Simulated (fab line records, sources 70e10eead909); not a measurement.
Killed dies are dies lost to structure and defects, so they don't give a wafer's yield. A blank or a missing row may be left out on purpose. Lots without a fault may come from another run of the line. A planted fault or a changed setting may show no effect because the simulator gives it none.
Chamber matching | flow nand_harc | NHARC_A_M0_DESCUM_14 on rie_diel-04: 4 sister chambers
The step chemistry O2, time 3 s. 14 wafers are shown with their chamber, then 7 later ones without.

WAFERS WITH THEIR CHAMBER
wafer  | chamber | showerhead_plenum_p_Torr (Torr) | oes_product_au (a.u.) | rf_vpp_V (V)
L080.3 | 3       | 2.05                            | 0.980                 | 59.3
L080.5 | 1       | 2.05                            | 0.991                 | 59.3
L080.6 | 0       | 1.97                            | 0.992                 | 59.1
L081.1 | 1       | 2.05                            | 0.986                 | 59.0
L081.3 | 2       | 1.97                            | 0.993                 | 56.7
L081.4 | 3       | 2.05                            | 0.978                 | 58.0
L088.1 | 3       | 2.05                            | 0.980                 | 57.5
L088.4 | 3       | 2.05                            | 0.982                 | 58.1
L088.5 | 1       | 2.05                            | 1.001                 | 57.7
L090.1 | 1       | 2.05                            | 0.990                 | 57.1
L090.2 | 3       | 2.05                            | 0.969                 | 58.8
L090.3 | 0       | 1.96                            | 0.989                 | 58.4
L092.1 | 2       | 1.96                            | 0.991                 | 57.3
L092.2 | 1       | 2.05                            | 1.002                 | 58.9

SIGNATURES (means of the wafers above)
reading                  | chamber 0 | chamber 1 | chamber 2 | chamber 3 | scatter within a chamber
showerhead_plenum_p_Torr | 1.9650    | 2.0500    | 1.9650    | 2.0500    | 0.00316
oes_product_au           | 0.99050   | 0.99400   | 0.99200   | 0.97780   | 0.0056
rf_vpp_V                 | 58.750    | 58.400    | 57.000    | 58.340    | 0.777
Rule: a wafer's distance from a chamber is the root of the sum, over the readings, of the square of ((its reading less the chamber's mean) divided by the reading's scatter). The wafer belongs to the nearest chamber; if the next one is less than 2 further off, it can't be placed. The scatter: the root of (the sum of the squares of (reading less its chamber's mean) over the shown wafers, divided by (wafers less chambers)).

WAFERS WITHOUT THEIR CHAMBER
wafer  | showerhead_plenum_p_Torr (Torr) | oes_product_au (a.u.) | rf_vpp_V (V)
L092.5 | 2.05                            | 0.999                 | 57.1
L094.1 | 1.96                            | 0.997                 | 58.7
L094.3 | 2.05                            | 0.988                 | 58.1
L094.4 | 2.05                            | 1.009                 | 58.3
L093.2 | 1.96                            | 1.008                 | 58.6
L093.4 | 2.05                            | 1.009                 | 58.7
L093.6 | 1.96                            | 1.003                 | 59.3

WHICH CHAMBER EACH WENT THROUGH
wafer  | from the rows above     | in truth
L092.5 | 1                       | 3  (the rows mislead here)
L094.1 | can't be placed: 0 or 2 | 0
L094.3 | can't be placed: 1 or 3 | 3
L094.4 | 1                       | 1
L093.2 | can't be placed: 0 or 2 | 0
L093.4 | 1                       | 1
L093.6 | can't be placed: 0 or 2 | 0
Placed correctly: 2 of 7. Can't be placed from these rows: 4 (the true chamber is among the candidates in 4). Placed wrongly: 1.
